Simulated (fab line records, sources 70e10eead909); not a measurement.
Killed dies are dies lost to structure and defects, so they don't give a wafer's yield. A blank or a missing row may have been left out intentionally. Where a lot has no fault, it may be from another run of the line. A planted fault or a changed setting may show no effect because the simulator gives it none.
Which tool did it? | flow nand-harc | 36 wafers from 12 lots sampled at 3 of the route's 1302 steps

## WHAT THE GAUGES SHOWED, per wafer
NHARC_A_SLIT_INSPECT_11.
lot  | measured     | on                | raw-defect-count
L075 | day 20 10:34 | defect-inspect-02 | 103 105 135
L077 | day 21 18:27 | defect-inspect-01 | 75 75 85
L078 | day 22 08:41 | defect-inspect-02 | 63 79 73
L079 | day 22 17:20 | defect-inspect-01 | 67 79 83
L083 | day 23 14:03 | defect-inspect-02 | 71 66 63
L085 | day 24 19:19 | defect-inspect-01 | 77 88 92
L087 | day 25 04:14 | defect-inspect-02 | 53 59 51
L090 | day 26 10:16 | defect-inspect-02 | 70 79 68
L091 | day 27 09:28 | defect-inspect-01 | 100 124 93
L094 | day 28 02:34 | defect-inspect-01 | 54 63 74
L096 | day 28 20:49 | defect-inspect-01 | 71 69 69
L097 | day 29 10:04 | defect-inspect-02 | 11 15 11

## EACH LOT AND THE TOOL THAT RAN IT (in order: tool; ch and the chambers of the sampled wafers; start)
lot  | NHARC_A_SGD_CUT_ETCH_15                       | NHARC_A_SGD_CUT_ETCH_16
L075 | rie-diel-10 ch 0,1,3, day 20 10:34 or earlier | rie-diel-10 ch 0,2,3, day 20 10:34 or earlier
L077 | rie-diel-07 ch 1,3, day 21 18:27 or earlier   | rie-diel-07 ch 0,1, day 21 18:27 or earlier
L078 | rie-diel-13 ch 0,1,3, day 22 08:41 or earlier | rie-diel-13 ch 0,2, day 22 08:41 or earlier
L079 | rie-diel-13 ch 0,3, day 22 17:20 or earlier   | rie-diel-13 ch 0,1, day 22 17:20 or earlier
L083 | rie-diel-10 ch 0,1,3, day 23 14:03 or earlier | rie-diel-10 ch 0,1,3, day 23 14:03 or earlier
L085 | rie-diel-10 ch 0,1, day 24 19:19 or earlier   | rie-diel-10 ch 0,2,3, day 24 19:19 or earlier
L087 | rie-diel-10 ch 1,3, day 25 04:14 or earlier   | rie-diel-10 ch 0,1,3, day 25 04:14 or earlier
L090 | rie-diel-13 ch 0,2,3, day 26 10:16 or earlier | rie-diel-13 ch 0,1,2, day 26 10:16 or earlier
L091 | rie-diel-07 ch 0,1,2, day 27 09:28 or earlier | rie-diel-07 ch 0,3, day 27 09:28 or earlier
L094 | rie-diel-13 ch 0,2, day 28 02:34 or earlier   | rie-diel-13 ch 0,3, day 28 02:34 or earlier
L096 | rie-diel-13 ch 0,2, day 28 20:49 or earlier   | rie-diel-13 ch 0,1,3, day 28 20:49 or earlier
L097 | rie-diel-10 ch 0,1,3, day 29 10:04 or earlier | rie-diel-10 ch 0,2,3, day 29 10:04 or earlier
- NHARC_A_SGD_CUT_ETCH_15: etches the open film in CH3F/O2, target depth 75 nm, time 64.3 s.
- NHARC_A_SGD_CUT_ETCH_16: etches the open film in C4F8/O2/Ar, target depth 310.5 nm, time 155.2 s.

## THE ANSWER, worked out from the rows above alone
Rule: the lots themselves supply what counts as usual. The widest of any qualifying gaps counts: lots, ordered by their means at a reading, are off when they make up no more than a third of the lots, leave a main group of 4 or more, and stand apart from it by 3 or more times the standard deviation of that group's means. The tables above print the reading to a certain number of digits; a main group whose means all agree to those digits is not used. A lot without any number at a reading at which 4 lots or more have one is off too. Any other lot the step has rows for is counted as sound.
Nothing can be told from this: no lot is off at any reading shown.

## WHAT THE SIMULATOR HAD PUT IN
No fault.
